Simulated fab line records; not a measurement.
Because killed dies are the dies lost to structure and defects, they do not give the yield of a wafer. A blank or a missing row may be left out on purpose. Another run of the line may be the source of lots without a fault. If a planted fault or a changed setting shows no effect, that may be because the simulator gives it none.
Chamber matching :: flow nand harc :: 4 sister chambers for NHARC_A_BLC_STRIP_21 on rie diel-08
The step strips in O2. 16 wafers are shown with their chamber, then 8 later ones without.

== WAFERS, EACH WITH ITS CHAMBER ==
wafer: L075.1
chamber: 0
drypump motor current A (A): 5.7
oes product au (a.u.): 0.998
rf vpp V (V): 57.7

wafer: L075.3
chamber: 1
drypump motor current A (A): 5.8
oes product au (a.u.): 1.012
rf vpp V (V): 58.5

wafer: L075.5
chamber: 1
drypump motor current A (A): 5.8
oes product au (a.u.): 0.993
rf vpp V (V): 57.8

wafer: L074.1
chamber: 0
drypump motor current A (A): 5.7
oes product au (a.u.): 0.987
rf vpp V (V): 57.7

wafer: L074.2
chamber: 3
drypump motor current A (A): 6.3
oes product au (a.u.): 0.979
rf vpp V (V): 58.5

wafer: L074.6
chamber: 0
drypump motor current A (A): 5.7
oes product au (a.u.): 0.992
rf vpp V (V): 57.4

wafer: L078.2
chamber: 0
drypump motor current A (A): 5.7
oes product au (a.u.): 1.016
rf vpp V (V): 58.0

wafer: L078.5
chamber: 3
drypump motor current A (A): 6.2
oes product au (a.u.): 0.994
rf vpp V (V): 56.7

wafer: L078.6
chamber: 0
drypump motor current A (A): 5.7
oes product au (a.u.): 1.002
rf vpp V (V): 57.3

wafer: L079.3
chamber: 2
drypump motor current A (A): 5.1
oes product au (a.u.): 0.993
rf vpp V (V): 58.8

wafer: L079.4
chamber: 1
drypump motor current A (A): 5.8
oes product au (a.u.): 0.995
rf vpp V (V): 58.8

wafer: L079.5
chamber: 3
drypump motor current A (A): 6.2
oes product au (a.u.): 0.983
rf vpp V (V): 56.9

wafer: L081.2
chamber: 2
drypump motor current A (A): 5.2
oes product au (a.u.): 0.991
rf vpp V (V): 58.0

wafer: L081.4
chamber: 0
drypump motor current A (A): 5.7
oes product au (a.u.): 1.007
rf vpp V (V): 58.5

wafer: L081.6
chamber: 3
drypump motor current A (A): 6.2
oes product au (a.u.): 0.985
rf vpp V (V): 58.0

wafer: L085.3
chamber: 1
drypump motor current A (A): 5.8
oes product au (a.u.): 0.994
rf vpp V (V): 59.2

SIGNATURES, as means of the wafers listed above
reading: drypump motor current A
chamber 0: 5.700
chamber 1: 5.800
chamber 2: 5.150
chamber 3: 6.225
scatter within a chamber: 0.0323

reading: oes product au
chamber 0: 1.00033
chamber 1: 0.99850
chamber 2: 0.99200
chamber 3: 0.98525
scatter within a chamber: 0.00872

reading: rf vpp V
chamber 0: 57.767
chamber 1: 58.575
chamber 2: 58.400
chamber 3: 57.525
scatter within a chamber: 0.617
Rule: distance of a wafer from a chamber = root of the sum over the readings of ((wafer's reading minus chamber's mean) / reading's scatter) squared. The wafer belongs to the nearest chamber; if the next one is less than 2 further off, it can't be placed. How the scatter is found: for the shown wafers, subtract from each reading the mean of its chamber, square and add these, divide the total by (wafers less chambers), then take the root.

== WAFERS WITH NO CHAMBER GIVEN ==
wafer: L085.4
drypump motor current A (A): 5.7
oes product au (a.u.): 1.006
rf vpp V (V): 58.6

wafer: L085.6
drypump motor current A (A): 5.8
oes product au (a.u.): 0.987
rf vpp V (V): 57.9

wafer: L083.3
drypump motor current A (A): 5.8
oes product au (a.u.): 0.993
rf vpp V (V): 58.3

wafer: L083.5
drypump motor current A (A): 5.7
oes product au (a.u.): 0.993
rf vpp V (V): 57.0

wafer: L083.6
drypump motor current A (A): 5.8
oes product au (a.u.): 0.992
rf vpp V (V): 58.4

wafer: L090.2
drypump motor current A (A): 5.8
oes product au (a.u.): 0.975
rf vpp V (V): 57.7

wafer: L090.4
drypump motor current A (A): 6.2
oes product au (a.u.): 0.993
rf vpp V (V): 57.3

wafer: L090.6
drypump motor current A (A): 5.2
oes product au (a.u.): 1.023
rf vpp V (V): 57.9

== THE CHAMBER EACH PASSED THROUGH ==
wafer: L085.4
from the rows above: can't be placed: 0 or 1
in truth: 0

wafer: L085.6
from the rows above: can't be placed: 1 or 0
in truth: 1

wafer: L083.3
from the rows above: 1
in truth: 1

wafer: L083.5
from the rows above: 0
in truth: 0

wafer: L083.6
from the rows above: 1
in truth: 1

wafer: L090.2
from the rows above: can't be placed: 1 or 0
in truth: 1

wafer: L090.4
from the rows above: 3
in truth: 3

wafer: L090.6
from the rows above: 2
in truth: 2
Correctly placed: 5 of 8. From these rows, 3 cannot be placed; in 3 the true chamber is one of the candidates. Wrongly placed: 0.
